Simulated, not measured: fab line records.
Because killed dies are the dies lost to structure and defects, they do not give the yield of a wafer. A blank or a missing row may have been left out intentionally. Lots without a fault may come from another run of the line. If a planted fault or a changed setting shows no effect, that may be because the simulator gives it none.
Chamber matching :: flow nandHarc :: rieDiel-09 running NHARC_A_CONTACT_ETCH_75: 4 sister chambers
The step etches the open film in CF4, target depth 39 nm, time 65 s. 4 wafers are shown with their chamber, then 12 later ones without.

== WAFERS WITH THEIR CHAMBER ==
wafer: L089.3
chamber: 0
showerheadPlenumPTorr (Torr): 1.69

wafer: L090.2
chamber: 3
showerheadPlenumPTorr (Torr): 1.85

wafer: L090.3
chamber: 2
showerheadPlenumPTorr (Torr): 1.67

wafer: L090.4
chamber: 1
showerheadPlenumPTorr (Torr): 1.72

== WAFERS MISSING THEIR CHAMBER ==
wafer: L092.1
showerheadPlenumPTorr (Torr): 1.69

wafer: L092.3
showerheadPlenumPTorr (Torr): 1.85

wafer: L092.6
showerheadPlenumPTorr (Torr): 1.85

wafer: L093.1
showerheadPlenumPTorr (Torr): 1.72

wafer: L093.4
showerheadPlenumPTorr (Torr): 1.85

wafer: L093.6
showerheadPlenumPTorr (Torr): 1.68

wafer: L095.1
showerheadPlenumPTorr (Torr): 1.66

wafer: L095.3
showerheadPlenumPTorr (Torr): 1.68

wafer: L095.5
showerheadPlenumPTorr (Torr): 1.72

wafer: L096.2
showerheadPlenumPTorr (Torr): 1.66

wafer: L096.5
showerheadPlenumPTorr (Torr): 1.85

wafer: L096.6
showerheadPlenumPTorr (Torr): 1.66

== THE CHAMBER EACH PASSED THROUGH ==
wafer: L092.1
from the rows above: 0
in truth: 0

wafer: L092.3
from the rows above: 3
in truth: 3

wafer: L092.6
from the rows above: 3
in truth: 3

wafer: L093.1
from the rows above: 1
in truth: 1

wafer: L093.4
from the rows above: 3
in truth: 3

wafer: L093.6
from the rows above: can't be placed: 0 or 2
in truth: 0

wafer: L095.1
from the rows above: 2
in truth: 2

wafer: L095.3
from the rows above: can't be placed: 0 or 2
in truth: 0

wafer: L095.5
from the rows above: 1
in truth: 1

wafer: L096.2
from the rows above: 2
in truth: 2

wafer: L096.5
from the rows above: 3
in truth: 3

wafer: L096.6
from the rows above: 2
in truth: 2
Correct placement for 10 of the 12. These rows do not allow placing 2 (true chamber among the candidates in 2). 0 placed wrongly.
How it was worked out, from the rows above alone: a wafer's distance from a chamber is the root of the sum, over the readings, of the square of ((its reading less the chamber's mean) divided by the reading's scatter). If the next closest chamber is less than 2 further off than the closest, the wafer can't be placed; otherwise it belongs to the closest. The mean given for a chamber averages the wafers shown for that chamber. The scatter: root of mean squared gap, hidden wafer to nearest shown wafer, with one shown wafer a chamber.
